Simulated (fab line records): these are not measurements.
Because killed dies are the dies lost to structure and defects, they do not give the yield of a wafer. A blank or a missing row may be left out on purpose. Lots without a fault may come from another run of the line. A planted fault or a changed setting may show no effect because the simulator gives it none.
Chamber matching -- flow nand harc -- NHARC_A_CHANNEL_HOLE_D1_DESCUM_15 on rie diel-10: 4 sister chambers
The step chemistry O2, time 3 s. 4 wafers are shown with their chamber, then 11 later ones without.

== EACH WAFER AND ITS CHAMBER ==
wafer,chamber,drypump motor current A (A)
L735.5,2,6.4
L737.5,1,5.1
L737.6,0,6.4
L736.2,3,5.0

== WAFERS WITHOUT THEIR CHAMBER ==
wafer,drypump motor current A (A)
L736.4,6.5
L736.5,6.5
L739.1,6.5
L739.5,6.4
L739.6,5.1
L740.1,6.4
L740.3,5.0
L740.4,5.1
L741.1,5.0
L741.2,5.1
L741.4,6.5

== WHICH CHAMBER EACH WENT THROUGH ==
wafer,from the rows above,in truth
L736.4,can't be placed: 0 or 2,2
L736.5,can't be placed: 0 or 2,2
L739.1,can't be placed: 0 or 2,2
L739.5,can't be placed: 0 or 2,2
L739.6,can't be placed: 1 or 3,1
L740.1,can't be placed: 0 or 2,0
L740.3,can't be placed: 3 or 1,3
L740.4,can't be placed: 1 or 3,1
L741.1,can't be placed: 3 or 1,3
L741.2,can't be placed: 1 or 3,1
L741.4,can't be placed: 0 or 2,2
Placed correctly: 0 of 11. Not placeable from these rows: 11 (in 11, the candidates include the true chamber). Number placed wrongly: 0.
How it was worked out, from the rows above alone: a wafer's distance from a chamber is the root of the sum, over the readings, of the square of ((its reading less the chamber's mean) divided by the reading's scatter). If the next closest chamber is less than 2 further off than the closest, the wafer can't be placed; otherwise it belongs to the closest. A chamber's mean is the mean of its shown wafers. The scatter: root of mean squared gap, hidden wafer to nearest shown wafer, with one shown wafer a chamber.
